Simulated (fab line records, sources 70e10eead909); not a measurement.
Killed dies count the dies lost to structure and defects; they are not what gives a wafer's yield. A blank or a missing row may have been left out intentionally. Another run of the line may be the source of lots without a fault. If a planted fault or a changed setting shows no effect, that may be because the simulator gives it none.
fab line records    flow nand_harc
record: lots: 15  wafers: 43  last_day: 33
route steps=1302 shown A_CONTACT@1025
lots that met no fault: from a run of the same line without faults
start_h: the number of hours between the record's first day and the start of the first shown wafer of the lot    wait_h: hours from the lot's prior step to this one    " unchanged from the row above    L1.1+2: a row that stands for several wafers    - no value present, or no start provided    * or withheld: withheld    < > ~ a bound
route shown NAME@n: names a module that has steps shown in the file, with the first one's number in the route    usual: mean/standard deviation taken from wafers without a fault    same: alike in all rows    chamber/n: place in a boat    sites: each site's reading    _std_site: standard deviation of those values    _edge_site: mean of outer sites minus mean of inner sites    radius_mm: how far each site lies from the wafer's centre    mask NAME#n: copy n    behind: the most recent tool/chamber to have shaped the wafer    hold: the reason the lot was held/the length of the hold in hours/how it ended    device: names the non-switching transistor (n, p or np)    end of line: the route-end tests of the same wafers    step lacking rows: just its recipe    killed: not the wafer's yield, but the dies lost to structure and defects at the first sort    map: a wafer's dies, x killed, . not, _ none there
set.NAME: the setting as run; set.NAME@STEP: as run at that earlier step    model.NAME: the simulator's own value behind a step, which no gauge read
a sample of lots followed through the steps of the route, with each step as a table and each wafer as a row
services: when a tool's chamber went out of use (start_h, in hours from the record's first day, below 0 if earlier), for how many hours, and the reason
== steps ==
step: NHARC_A_CONTACT_STRIP_55
recipe: o2_flow_sccm: 500  ar_flow_sccm: 0  bias_w: 0  chemistry: O2
usual: drypump_motor_current_A: 5.9/0.33  oes_product_au: 0.999/0.0071  rf_vpp_V: 57.8/0.87  showerhead_plenum_p_Torr: 3.54/0.14  throttle_valve_pct: 17.038/0.0089
lot.wafer  tool         chamber  start_h  wait_h  drypump_motor_current_A  oes_product_au  rf_hours_counter_h  rf_vpp_V  showerhead_plenum_p_Torr  throttle_valve_pct
L369.2     rie_diel-01  0        -        -       6.1                      0.993           17                  58.3      3.74                      17.046
L369.1     "            3        "        "       5.6                      1.002           19                  58.0      3.40                      17.055
L369.5     "            1        "        "       5.9                      0.995           -                   58.2      3.68                      17.039
L372.2     rie_diel-05  1        -        -       5.5                      0.986           34                  57.4      3.49                      17.051
L372.5     "            1        "        "       5.5                      0.993           -                   58.2      3.49                      17.043
L372.6     "            2        "        "       6.2                      0.993           -                   56.6      3.40                      17.031
L370.1     rie_diel-05  2        -        -       6.1                      0.999           35                  57.3      3.40                      17.027
L370.3     "            3        "        "       6.1                      1.009           32                  59.5      3.50                      17.033
L370.2     "            0        "        "       6.4                      0.999           32                  59.1      3.72                      17.039
L373.1     rie_diel-01  3        -        -       5.7                      1.008           26                  56.8      3.39                      17.047
L373.2     "            0        "        "       6.0                      0.992           24                  57.5      3.73                      17.052
L375.2     rie_diel-07  1        -        -       6.1                      1.000           22                  58.7      3.48                      17.039
L375.4     "            0        "        "       5.0                      1.002           19                  58.6      3.28                      17.047
L375.5     "            1        "        "       6.1                      0.994           -                   56.6      3.48                      17.029
L376.2     rie_diel-01  2        -        -       5.9                      1.003           0                   57.1      3.48                      17.034
L376.6     "            1        "        "       5.9                      1.001           -                   58.7      3.67                      17.023
L384.4     rie_diel-05  1        -        -       5.5                      0.999           15                  57.7      3.47                      17.045
L384.1     "            2        "        "       6.2                      0.998           15                  57.7      3.38                      17.008
L384.6     "            1        "        "       5.5                      0.998           -                   57.4      3.47                      17.044
L383.2     rie_diel-05  0        -        -       6.4                      1.000           14                  58.0      3.70                      17.032
L383.4     "            1        "        "       5.5                      0.993           16                  57.2      3.47                      17.036
L383.1     "            2        "        "       6.2                      0.990           15                  57.5      3.38                      17.031
L382.1     rie_diel-07  1        -        -       6.1                      1.002           49                  58.0      3.47                      17.041
L382.4     "            0        "        "       5.0                      1.000           46                  56.5      3.27                      17.020
L382.6     "            2        "        "       5.5                      0.999           -                   55.7      3.44                      17.033
L385.1     rie_diel-05  3        -        -       6.1                      1.003           22                  57.9      3.48                      17.043
L385.4     "            2        "        "       6.2                      0.996           22                  57.7      3.38                      17.022
L385.5     "            3        "        "       6.1                      1.004           -                   56.8      3.48                      17.035
L386.4     rie_diel-07  3        -        -       6.3                      1.012           9                   58.1      3.62                      17.033
L386.1     "            1        "        "       6.1                      0.997           8                   58.9      3.46                      17.033
L386.6     "            3        "        "       6.3                      1.004           -                   57.9      3.62                      17.033
L389.1     rie_diel-01  1        -        -       5.9                      0.999           17                  57.8      3.66                      17.036
L389.4     "            2        "        "       5.9                      1.002           15                  56.8      3.47                      17.043
L389.5     "            0        "        "       6.0                      0.998           -                   59.7      3.72                      17.027
L392.2     rie_diel-01  2        -        -       5.9                      1.009           18                  56.8      3.47                      17.050
L392.6     "            1        "        "       5.9                      0.999           -                   58.1      3.66                      17.037
L392.5     "            2        "        "       5.9                      0.998           -                   58.3      3.47                      17.038
L390.4     rie_diel-01  2        -        -       5.9                      1.011           18                  59.0      3.47                      17.029
L390.1     "            0        "        "       6.0                      0.992           20                  57.1      3.72                      17.035
L390.2     "            1        "        "       5.9                      1.004           21                  56.9      3.66                      17.023
L391.2     rie_diel-07  0        -        -       5.0                      0.994           23                  57.3      3.79                      17.035
L391.4     "            3        "        "       6.3                      1.016           21                  58.4      3.62                      17.041
L391.6     "            1        "        "       6.0                      0.996           -                   58.8      3.45                      17.026
step: NHARC_A_CONTACT_CD_MEAS_69
recipe: target_cd_nm: 300  landing_energy_ev: 500
usual: cd_nm: 300.2/0.42
same: landing_energy_ev: 500
lot.wafer  tool       chamber  start_h  wait_h  cd_nm
L369.1     cd_sem-01  0        495.21   -       300.1
L369.2     "          0        "        "       299.9
L369.5     "          0        "        "       300.1
L372.2     cd_sem-03  0        515.72   -       299.7
L372.5     "          0        "        "       299.5
L372.6     "          0        "        "       300.3
L370.1     cd_sem-01  0        518.82   -       300.5
L370.2     "          0        "        "       300.5
L370.3     "          0        "        "       300.3
L373.1     cd_sem-02  0        534.71   -       300.0
L373.2     "          0        "        "       299.5
L375.2     cd_sem-03  0        554.40   -       300.0
L375.4     "          0        "        "       300.3
L375.5     "          0        "        "       300.3
L376.2     cd_sem-03  0        573.93   -       300.0
L376.6     "          0        "        "       300.1
L384.1     cd_sem-02  0        635.74   -       300.1
L384.4     "          0        "        "       300.5
L384.6     "          0        "        "       299.9
L383.1     cd_sem-02  0        636.09   -       300.0
L383.2     "          0        "        "       300.0
L383.4     "          0        "        "       300.2
L382.1     cd_sem-02  0        639.01   -       300.2
L382.4     "          0        "        "       300.9
L382.6     "          0        "        "       301.1
L385.1     cd_sem-03  0        658.04   -       300.3
L385.4     "          0        "        "       300.0
L385.5     "          0        "        "       300.4
L386.1     cd_sem-02  0        695.64   -       299.7
L386.4     "          0        "        "       300.3
L386.6     "          0        "        "       300.0
L389.1     cd_sem-02  0        705.90   -       300.4
L389.4     "          0        "        "       300.8
L389.5     "          0        "        "       300.3
L392.2     cd_sem-03  0        713.04   -       300.2
L392.5     "          0        "        "       300.8
L392.6     "          0        "        "       300.3
L390.1     cd_sem-03  0        714.13   -       299.8
L390.2     "          0        "        "       300.0
L390.4     "          0        "        "       299.9
L391.2     cd_sem-03  0        727.91   -       300.5
L391.4     "          0        "        "       300.3
L391.6     "          0        "        "       300.2
step: NHARC_A_CONTACT_ETCH_76
recipe: target_depth_a: 2600  over_etch_frac: 0.3  time_s: 475.3  ion_energy_ev: 200  n2_flow_sccm: 150  h2_flow_sccm: 150  ar_flow_sccm: 0  rf_w: 400  bias_w: 150  chemistry: N2/H2
usual: drypump_motor_current_A: 5.86/0.26  n2_flow_sccm: 150.1/0.43  oes_product_au: 1.000/0.0071  rf_vpp_V: 430.5/2.5  showerhead_plenum_p_Torr: 2.04/0.087  throttle_valve_pct: 14.172/0.0092
lot.wafer  tool         chamber  start_h  wait_h  drypump_motor_current_A  n2_flow_sccm  oes_product_au  rf_hours_counter_h  rf_vpp_V  showerhead_plenum_p_Torr  throttle_valve_pct
L369.1     rie_diel-01  1        495.61   -       5.87                     149.6         1.015           19                  432.3     2.14                      14.185
L369.2     "            3        "        "       5.64                     149.7         1.014           19                  429.4     1.96                      14.166
L369.5     "            0        "        "       6.04                     150.6         0.996           -                   432.8     2.17                      14.177
L372.2     rie_diel-01  2        516.08   -       5.91                     150.8         0.992           24                  430.5     2.01                      14.172
L372.5     "            2        "        "       5.85                     151.2         0.996           -                   430.8     2.01                      14.174
L372.6     "            3        "        "       5.67                     149.5         1.001           -                   428.7     1.96                      14.195
L370.3     rie_diel-01  1        519.19   -       5.89                     150.0         1.004           23                  434.5     2.13                      14.165
L370.1     "            2        "        "       5.86                     150.5         1.004           25                  429.6     2.01                      14.171
L370.2     "            0        "        "       6.05                     149.4         0.994           22                  434.8     2.17                      14.188
L373.1     rie_diel-01  1        535.10   -       5.86                     150.9         0.827           27                  433.7     2.13                      14.160
L373.2     "            0        "        "       6.04                     150.2         0.831           25                  434.6     2.17                      14.175
L375.4     rie_diel-01  3        554.82   -       5.62                     149.6         1.002           31                  429.2     1.95                      14.179
L375.2     "            0        "        "       6.06                     150.4         0.839           28                  434.1     2.17                      14.183
L375.5     "            2        "        "       5.88                     150.0         0.993           -                   430.6     2.01                      14.178
L376.2     rie_diel-01  0        574.36   -       6.07                     150.0         0.818           0                   432.5     2.17                      14.175
L376.6     "            3        "        "       5.64                     150.2         0.995           -                   429.1     1.95                      14.171
L384.1     rie_diel-07  2        636.13   -       5.52                     150.5         0.993           49                  429.3     1.98                      14.175
L384.4     "            0        "        "       4.98                     149.7         1.013           47                  426.9     1.88                      14.165
L384.6     "            2        "        "       5.52                     149.9         1.000           -                   429.0     1.98                      14.173
L383.2     rie_diel-05  2        636.52   -       6.15                     150.0         0.994           16                  427.5     1.94                      14.188
L383.1     "            3        "        "       6.11                     150.0         1.005           14                  430.1     2.01                      14.172
L383.4     "            0        "        "       6.39                     150.3         0.995           15                  432.0     2.15                      14.171
L382.4     rie_diel-07  0        639.37   -       4.97                     149.4         0.999           48                  425.0     1.88                      14.186
L382.1     "            2        "        "       5.54                     149.1         1.002           50                  428.7     1.98                      14.181
L382.6     "            0        "        "       4.98                     149.9         0.995           -                   425.7     1.88                      14.177
L385.1     rie_diel-01  0        658.44   -       6.06                     149.9         0.998           11                  432.1     2.16                      14.180
L385.4     "            2        "        "       5.90                     150.0         1.010           9                   431.0     2.01                      14.173
L385.5     "            0        "        "       6.05                     150.3         1.005           -                   433.0     2.16                      14.171
L386.4     rie_diel-01  0        696.04   -       6.02                     149.9         0.988           16                  434.2     2.16                      14.178
L386.1     "            2        "        "       5.87                     150.1         0.995           14                  428.9     2.00                      14.177
L386.6     "            3        "        "       5.66                     149.3         0.997           -                   428.9     1.95                      14.157
L389.4     rie_diel-01  3        706.33   -       5.65                     149.1         1.000           19                  426.4     1.95                      14.182
L389.1     "            0        "        "       6.03                     149.9         0.999           19                  434.3     2.16                      14.160
L389.5     "            2        "        "       5.81                     150.5         1.002           -                   430.2     2.00                      14.168
L392.2     rie_diel-01  1        713.95   -       5.88                     150.2         0.995           21                  432.9     2.12                      14.173
L392.6     "            2        "        "       5.87                     149.5         1.000           -                   428.9     2.00                      14.167
L392.5     "            3        "        "       5.64                     149.6         0.998           -                   428.9     1.95                      14.177
L390.4     rie_diel-05  2        714.82   -       6.15                     150.2         0.999           45                  426.7     1.93                      14.163
L390.1     "            3        "        "       6.10                     149.9         1.002           43                  429.2     2.00                      14.173
L390.2     "            1        "        "       5.49                     149.9         1.012           45                  428.8     1.99                      14.175
L391.4     rie_diel-01  2        728.48   -       5.92                     150.1         0.995           22                  429.0     2.00                      14.190
L391.2     "            0        "        "       6.04                     150.1         1.002           24                  435.0     2.16                      14.164
L391.6     "            2        "        "       5.90                     150.2         1.008           -                   429.5     2.00                      14.179
step: NHARC_A_CONTACT_ETCH_125
recipe: source_w: withheld  pressure_mtorr: 20  bias_v: 3000  time_s: 197  target_depth_a: 19180  ar_flow_sccm: withheld  c4f8_flow_sccm: withheld  o2_flow_sccm: withheld  chemistry: C4F8/O2/Ar
lot.wafer  tool             chamber  start_h  wait_h  rf_hours_counter_h
L369.2     har_cap_etch-02  0        497.15   0.2     85
L369.1     "                1        "        "       85
L369.5     "                1        "        "       -
L372.2     har_cap_etch-01  0        517.65   0.2     0
L372.6     "                0        "        "       -
L372.5     "                1        "        "       -
L370.1     har_cap_etch-03  1        520.75   0.2     46
L370.2     "                0        "        "       46
L370.3     "                1        "        "       -
L373.1     har_cap_etch-01  0        536.95   0.2     4
L373.2     "                1        "        "       4
L375.2     har_cap_etch-03  1        556.35   0.2     53
L375.4     "                0        "        "       -
L375.5     "                1        "        "       -
L376.2     har_cap_etch-01  1        575.89   0.2     9
L376.6     "                0        "        "       -
L384.1     har_cap_etch-01  0        637.67   0.2     22
L384.4     "                1        "        "       -
L384.6     "                0        "        "       -
L383.2     har_cap_etch-02  1        638.07   0.2     114
L383.1     "                0        "        "       114
L383.4     "                1        "        "       -
L382.1     har_cap_etch-03  1        640.95   0.2     68
L382.4     "                1        "        "       -
L382.6     "                1        "        "       -
L385.1     har_cap_etch-03  0        659.97   0.2     72
L385.4     "                1        "        "       -
L385.5     "                0        "        "       -
L386.1     har_cap_etch-02  1        697.58   0.2     124
L386.4     "                0        "        "       -
L386.6     "                1        "        "       -
L389.1     har_cap_etch-03  0        707.83   0.2     82
L389.4     "                1        "        "       -
L389.5     "                1        "        "       -
L392.2     har_cap_etch-01  0        715.44   0.2     32
L392.5     "                1        "        "       -
L392.6     "                0        "        "       -
L390.2     har_cap_etch-03  0        716.39   0.2     83
L390.1     "                1        "        "       83
L390.4     "                1        "        "       -
L391.2     har_cap_etch-01  0        730.78   0.2     36
L391.4     "                1        "        "       -
L391.6     "                1        "        "       -
== services ==
tool             chamber  start_h  hours  kind
rie_diel-07      -        472.66   9.0    pm
rie_diel-01      0        487.82   -      clean
rie_diel-01      1        487.82   -      clean
rie_diel-01      2        487.82   -      clean
rie_diel-01      3        487.82   -      clean
har_cap_etch-01  -        497.00   17.0   pm
rie_diel-05      1        511.35   3.4    repair
rie_diel-01      0        512.32   -      clean
rie_diel-01      1        512.32   -      clean
rie_diel-01      2        512.32   -      clean
rie_diel-01      3        512.32   -      clean
rie_diel-01      2        532.67   6.3    repair
rie_diel-01      0        536.90   -      clean
rie_diel-01      1        536.90   -      clean
rie_diel-01      3        536.90   -      clean
rie_diel-01      -        558.32   9.0    pm
rie_diel-05      -        586.10   9.0    pm
rie_diel-01      -        619.30   36.6   repair
har_cap_etch-01  -        648.89   25.2   repair
rie_diel-07      -        649.66   9.0    pm
rie_diel-05      3        662.16   5.9    repair
rie_diel-07      3        662.54   3.8    repair
rie_diel-05      3        670.92   15.3   repair
rie_diel-07      2        710.79   8.1    repair
== key ==
first_sign: step: NHARC_A_CONTACT_ETCH_76  reading: oes_product_au  direction: down  sigmas: 24  usual: 1.000  struck: 0.829
effect none on later readings
met_at NHARC_A_CONTACT_ETCH_76
struck_lots L373,L375,L376
struck_wafers L373.1,L373.2,L375.2,L376.2
later_rows_left_out L373.2,L375.2,L376.2
sort_left_out L373.1,L373.2,L375.2,L376.2
tester_left_out L373,L375,L376
not_acting_at NHARC_A_CONTACT_STRIP_55,NHARC_A_CONTACT_CD_MEAS_69,NHARC_A_CONTACT_ETCH_125
onset_between 519.19 535.10
fault: kind: process_parameter_drift  tool: rie_diel-01  chamber: -  onset_h: 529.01  steps: NHARC_A_CONTACT_ETCH_76  channel: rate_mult  offset: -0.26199  shape: step  end_h: 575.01  scope: struck_wafers_only
tester_left_out: of these lots the tester's yield and bins aren't shown, on N5 and GAA mostly nor the transistor test; their killed dies are dies lost to structure and defects alone, not to doping, threshold or leakage, so they don't give the yield
sort_left_out: the simulated sort isn't trusted on such a fault, so these wafers' sort isn't shown, and their yield isn't known
later_rows_left_out: the simulator's readings of these wafers behind a module that went badly wrong aren't trusted and aren't shown, but for the sort
